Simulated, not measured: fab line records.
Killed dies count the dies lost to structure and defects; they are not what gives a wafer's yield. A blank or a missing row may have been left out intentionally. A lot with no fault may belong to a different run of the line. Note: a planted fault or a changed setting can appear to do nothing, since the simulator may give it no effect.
Struck lot and sound lot, side by side + flow nand-harc + 14 out of 1159 route steps
Sound: these wafers, L331.1, L331.3, L331.5. The struck wafers were L326.1, L326.2, L326.3. The cause is named last.
Order at every step that has rows: each side's tool, ch and its chambers, its first start. Under that, the readings that differ: sound wafers + struck wafers + difference of the means + sigmas: that difference in standard deviations of wafers without a fault.
alike: readings with means less than 2 such deviations apart, plus words and numbers identical on both sides. not compared: withheld readings, readings lacking a value on some wafer, bounds such as >300 that could conceal the same value, and numbers that have no deviation in the record and whose values overlap.
The two part at a step that has a row with sigmas, a row that says differs or no value, or rows on one side only. When numbers do not overlap yet have no deviation, they are printed without sigmas and do not part them. Lack of a reading on every wafer of one side parts them only where that side has two or more wafers.

first, 1 step without rows for these wafers: NHARC_A_CONTACT_ETCH_111 (etches the open film in C4F8/O2/Ar, time 140 s, target depth 700 nm).
NHARC_A_CONTACT_ETCH_112: etches the open film in C4F8/O2/Ar, time 94 s, target depth 922 nm.
  sound on har-cap-etch-01 ch 1, day 21 18:49; struck on har-cap-etch-02 ch 0,1, day 20 14:17
| reading                | sound             | struck            | difference | sigmas |
|------------------------|-------------------|-------------------|------------|--------|
| oes-air-line-au (a.u.) | 1.029 1.000 1.007 | 0.965 0.979 0.977 | -0.038     | -2     |
  alike: chamber-pressure-mTorr
  not compared: rf-hours-counter-h
then, 2 steps without rows for these wafers: NHARC_A_CONTACT_ETCH_113 (etches the open film in C4F8/O2/Ar, time 94 s, target depth 922 nm); NHARC_A_CONTACT_ETCH_114 (etches the open film in C4F8/O2/Ar, time 94 s, target depth 922 nm).
NHARC_A_CONTACT_ETCH_115: etches the open film in C4F8/O2/Ar, time 94 s, target depth 922 nm.
  sound on har-cap-etch-01 ch 1, day 21 19:05; struck on har-cap-etch-02 ch 0,1, day 20 14:34
  alike: chamber-pressure-mTorr, oes-air-line-au
  not compared: rf-hours-counter-h
then, 1 step without rows for these wafers: NHARC_A_CONTACT_ETCH_116 (etches the open film in C4F8/O2/Ar, time 94 s, target depth 922 nm).
NHARC_A_CONTACT_ETCH_117: etches the open film in C4F8/O2/Ar, time 94 s, target depth 922 nm.
  sound on har-cap-etch-01 ch 1, day 21 19:16; struck on har-cap-etch-02 ch 0,1, day 20 14:45
  alike: chamber-pressure-mTorr, oes-air-line-au
  not compared: rf-hours-counter-h
NHARC_A_CONTACT_ETCH_118: etches the open film in C4F8/O2/Ar, time 94 s, target depth 922 nm.
  sound on har-cap-etch-01 ch 1, day 21 19:22; struck on har-cap-etch-02 ch 0,1, day 20 14:50
  alike: chamber-pressure-mTorr, oes-air-line-au
  not compared: rf-hours-counter-h
then, 1 step without rows for these wafers: NHARC_A_CONTACT_ETCH_119 (etches the open film in C4F8/O2/Ar, time 94 s, target depth 922 nm).
NHARC_A_CONTACT_ETCH_120: etches the open film in C4F8/O2/Ar, time 94 s, target depth 922 nm.
  sound on har-cap-etch-01 ch 1, day 21 19:32; struck on har-cap-etch-02 ch 0,1, day 20 15:01
  alike: chamber-pressure-mTorr, oes-air-line-au
  not compared: rf-hours-counter-h
then, 2 steps without rows for these wafers: NHARC_A_CONTACT_ETCH_121 (etches the open film in C4F8/O2/Ar, time 94 s, target depth 922 nm); NHARC_A_CONTACT_ETCH_122 (etches the open film in C4F8/O2/Ar, time 95 s, target depth 930 nm).
NHARC_A_CONTACT_ETCH_123: etches the open film in C4F8/O2/Ar, time 253 s, target depth 1090 nm.
  sound on har-cap-etch-01 ch 1, day 21 19:49; struck on har-cap-etch-02 ch 0,1, day 20 15:17
  no value came back on the struck wafers for chamber-pressure-mTorr (mTorr), oes-air-line-au (a.u.); on the sound wafers chamber-pressure-mTorr (mTorr) reads 20.017 20.005 20.002
  not compared: rf-hours-counter-h
then, 1 step without rows for these wafers: NHARC_A_CONTACT_ETCH_90 (etches the open film in CH3F/O2, target depth 40 nm, time 85.7 s).

WHERE THEY PART
At NHARC_A_CONTACT_ETCH_112 first; at NHARC_A_CONTACT_ETCH_123 last (within this record only).

WHY: what the simulator had put in
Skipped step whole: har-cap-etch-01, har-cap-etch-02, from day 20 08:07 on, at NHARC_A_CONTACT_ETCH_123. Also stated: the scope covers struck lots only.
